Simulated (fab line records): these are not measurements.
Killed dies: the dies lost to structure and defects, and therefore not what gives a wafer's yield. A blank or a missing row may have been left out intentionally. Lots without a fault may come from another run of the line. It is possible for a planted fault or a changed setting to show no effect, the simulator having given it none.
Chamber matching    flow nandHarc    4 sister chambers for NHARC_P_CONTACT_CMP_24 on cmp-01
The step polishes, t overpolish 30 s, target thk 200 nm. 16 wafers are shown with their chamber, then 8 later ones without.

== WAFERS WITH THEIR CHAMBER ==
wafer   chamber  motorCurrentA (A)  overpolishRunS (s)  timeToEndpointS (s)
L104.2  1        12.7               30.002              40.0
L104.3  3        11.9               29.994              44.3
L104.6  3        11.9               30.013              41.9
L107.3  3        11.7               30.013              41.2
L107.4  2        13.5               29.990              39.4
L107.6  1        11.6               30.002              38.2
L111.3  1        12.1               29.992              42.1
L111.4  0        12.3               29.994              44.2
L111.6  3        12.5               29.998              44.9
L121.2  0        12.6               30.001              41.4
L121.4  3        11.9               30.007              40.8
L121.5  3        12.2               29.994              41.0
L123.1  3        11.7               30.008              42.3
L123.3  0        13.0               30.006              38.9
L123.5  1        12.7               30.003              39.2
L124.4  1        12.2               29.990              41.8

SIGNATURES (means of the wafers above)
reading          chamber 0  chamber 1  chamber 2  chamber 3  scatter within a chamber
motorCurrentA    12.633     12.260     13.500     11.971     0.364
overpolishRunS   30.00033   29.99780   29.99000   30.00386   0.00737
timeToEndpointS  41.500     40.260     39.400     42.343     1.86
Rule: distance of a wafer from a chamber = root of the sum over the readings of ((wafer's reading minus chamber's mean) / reading's scatter) squared. The wafer belongs to the nearest chamber; if the next one is less than 2 further off, it can't be placed. The scatter is the square root of a quotient: the sum, over the shown wafers, of each reading's squared deviation from its chamber's mean, divided by wafers minus chambers.

== WAFERS MISSING THEIR CHAMBER ==
wafer   motorCurrentA (A)  overpolishRunS (s)  timeToEndpointS (s)
L124.5  12.8               30.005              40.3
L124.6  11.9               29.995              41.6
L125.1  13.5               29.993              37.1
L125.2  13.0               30.002              37.1
L125.4  12.1               30.016              39.0
L126.1  12.7               30.002              43.9
L126.3  13.2               30.009              43.3
L126.5  12.1               29.983              43.1

== THE CHAMBER EACH PASSED THROUGH ==
wafer   from the rows above                in truth
L124.5  can't be placed: 0 or 1 or 3 or 2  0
L124.6  can't be placed: 3 or 1 or 0       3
L125.1  2                                  2
L125.2  can't be placed: 2 or 0 or 1 or 3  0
L125.4  can't be placed: 3 or 1 or 0       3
L126.1  can't be placed: 0 or 3 or 1       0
L126.3  can't be placed: 0 or 1 or 2 or 3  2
L126.5  can't be placed: 1 or 3 or 0 or 2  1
Correctly placed: 1 of 8. Unplaceable from these rows: 7, with the true chamber sitting among the candidates in 7. Placed wrongly: 0.
